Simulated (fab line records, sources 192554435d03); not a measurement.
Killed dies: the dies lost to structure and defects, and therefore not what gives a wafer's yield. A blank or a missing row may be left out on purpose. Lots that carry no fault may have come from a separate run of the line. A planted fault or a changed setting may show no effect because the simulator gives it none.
Chamber matching -- flow n5Finfet -- N5_FIN_SAQP_STRIP_77 on rieDiel-01 has 4 sister chambers
The step strips in N2/H2, time 90 s. 18 wafers are shown with their chamber, then 9 later ones without.

## EACH WAFER AND ITS CHAMBER
wafer,chamber,showerheadPlenumPTorr (Torr),drypumpMotorCurrentA (A),oesProductAu (a.u.)
L074.4,0,3.52,6.0,0.74
L074.5,3,3.34,5.7,0.70
L074.6,0,3.52,6.0,0.73
L077.3,1,3.51,5.9,0.77
L077.4,0,3.51,6.1,0.73
L077.5,3,3.34,5.7,0.69
L078.1,3,3.33,5.7,0.67
L078.2,0,3.51,6.0,0.73
L078.4,2,3.20,5.6,0.72
L080.1,0,3.51,6.0,0.72
L080.2,1,3.50,5.9,0.76
L080.5,1,3.51,5.9,0.75
L081.2,1,3.50,5.9,0.75
L081.3,2,3.19,5.6,0.71
L081.6,1,3.50,5.9,0.75
L087.1,3,3.32,5.8,0.66
L087.5,3,3.32,5.7,0.66
L087.6,0,3.50,6.0,0.70

SIGNATURES (means of the wafers above)
reading,chamber 0,chamber 1,chamber 2,chamber 3,scatter within a chamber
showerheadPlenumPTorr,3.5117,3.5040,3.1950,3.3300,0.00781
drypumpMotorCurrentA,6.017,5.900,5.600,5.720,0.0342
oesProductAu,0.7250,0.7560,0.7150,0.6760,0.0137
Rule: for a wafer and a chamber, the distance is found by dividing, reading by reading, the gap between the wafer's reading and the chamber's mean by the reading's scatter, squaring, summing and taking the root. The wafer belongs to the nearest chamber; if the next one is less than 2 further off, it can't be placed. The scatter: the root of (the sum of the squares of (reading less its chamber's mean) over the shown wafers, divided by (wafers less chambers)).

## WAFERS MISSING THEIR CHAMBER
wafer,showerheadPlenumPTorr (Torr),drypumpMotorCurrentA (A),oesProductAu (a.u.)
L088.1,3.19,5.6,0.70
L088.2,3.50,6.0,0.70
L088.5,3.49,5.9,0.73
L090.1,3.49,5.9,0.73
L090.4,3.49,5.9,0.74
L090.5,3.32,5.7,0.66
L094.3,3.49,6.0,0.70
L094.4,3.49,5.9,0.72
L094.6,3.49,6.0,0.69

## THE CHAMBER EACH PASSED THROUGH
wafer,from the rows above,in truth
L088.1,2,2
L088.2,0,0
L088.5,can't be placed: 1 or 0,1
L090.1,can't be placed: 1 or 0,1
L090.4,1,1
L090.5,3,3
L094.3,can't be placed: 0 or 1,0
L094.4,can't be placed: 1 or 0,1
L094.6,0,0
Placed correctly: 5 of 9. From these rows, 4 cannot be placed; in 4 the true chamber is one of the candidates. Wrongly placed: 0.
